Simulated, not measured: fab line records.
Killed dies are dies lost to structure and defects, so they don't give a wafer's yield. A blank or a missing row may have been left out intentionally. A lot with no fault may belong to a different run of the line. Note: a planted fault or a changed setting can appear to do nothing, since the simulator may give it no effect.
Code-filled problem report in 8D (eight disciplines) form || flow nandHarc || the parts of the form that need people (team, actions taken, sign-off) are left out

1. WHAT WENT WRONG
oesProductAu at NHARC_A_STAIRCASE_ETCH_292 reads a mean of 0.839 a.u. on 2 wafers of 1 lot; wafers without a fault read 0.939 a.u. with a standard deviation of 0.023. Relative to the usual mean, that is a shift of -4.3 standard deviations.
The step: etches the open film in CF4/CHF3.
The first sign was on wafer L485.1 at day 22 04:41, on rieDiel-11. The record has a number at this step for 36 wafers belonging to 13 lots. Rule for "out", or "out of limits": more than 4 standard deviations from the usual mean. All remaining wafers that have a number are taken as sound.

2. WHAT IT IS, WHAT IT ISN'T
{"question": "which readings at this step", "is": "oesProductAu", "is not": "drypumpMotorCurrentA, rfVppV, showerheadPlenumPTorr, throttleValvePct"}
{"question": "which lots", "is": "L485", "is not": "L474, L475, L476, L477, L480, L481, L486, L487, L489, L494, L495, L496"}
{"question": "which wafers of those lots", "is": "all that have a number", "is not": "-"}
{"question": "read on which tools", "is": "rieDiel-11", "is not": "rieDiel-07, rieDiel-08"}
{"question": "when", "is": "from day 22 04:41", "is not": "up to then (18 sound wafers); but 16 sound wafers of L486, L487, L489, L494, L495, L496 came after"}

3. THE SUSPECTS, EACH WITH WHAT RULES IT OUT
Counting: a tool stays on the suspect list if, at a process step up to the reading, it processed all lots that are out and no sound lot following the first of them.
- aclDep-03 at NHARC_A_STAIRCASE_HM_DEP_456 (deposits aC, target thk 3100 nm): ruled out as a lasting fault. Following L485 (day 21 19:55), the first lot on it that is out, the sound lots L496 were run on it.
- aclDep-03 at NHARC_A_STAIRCASE_HM_DEP_459 (deposits aC, target thk 1500 nm): ruled out as a lasting fault. Following L485 (day 22 01:41), the first lot on it that is out, the sound lots L486, L489 were run on it.
- rieDiel-11 at NHARC_A_STAIRCASE_ETCH_292 (etches the open film in CF4/CHF3): ruled out as a lasting fault. Following L485 (day 22 04:41), the first lot on it that is out, the sound lots L486, L489 were run on it.
Left after counting: nothing in the record.

4. THE CAUSE (what the simulator had put in)
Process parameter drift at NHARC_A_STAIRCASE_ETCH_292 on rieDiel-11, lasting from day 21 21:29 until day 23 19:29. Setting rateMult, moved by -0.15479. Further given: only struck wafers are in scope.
Counting ruled it out, wrongly.

5. THE EFFECT CHAIN, in route order
Rows list readings where the struck wafers' mean (over those with a number) sits beyond 3 standard deviations from the usual. Readings are gone through only where the record gives a usual standard deviation; hours: the median, over the lots, of the time from a lot's start at the first step in this table giving one to that lot's start at this step; sigmas: the change measured in usual standard deviations.
{"hours": 0, "step": "NHARC_A_STAIRCASE_ETCH_292", "reading": "oesProductAu", "usual": "0.939 a.u.", "on struck wafers": 0.839, "change": -0.100, "sigmas": -4.3}
Its process steps:
- NHARC_A_STAIRCASE_ETCH_292: etches the open film in CF4/CHF3.

6. HOW IT WOULD HAVE BEEN CAUGHT EARLIER
First out-of-limits reading in this record: day 22 04:41, which is 7 hours after fault onset at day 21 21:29.
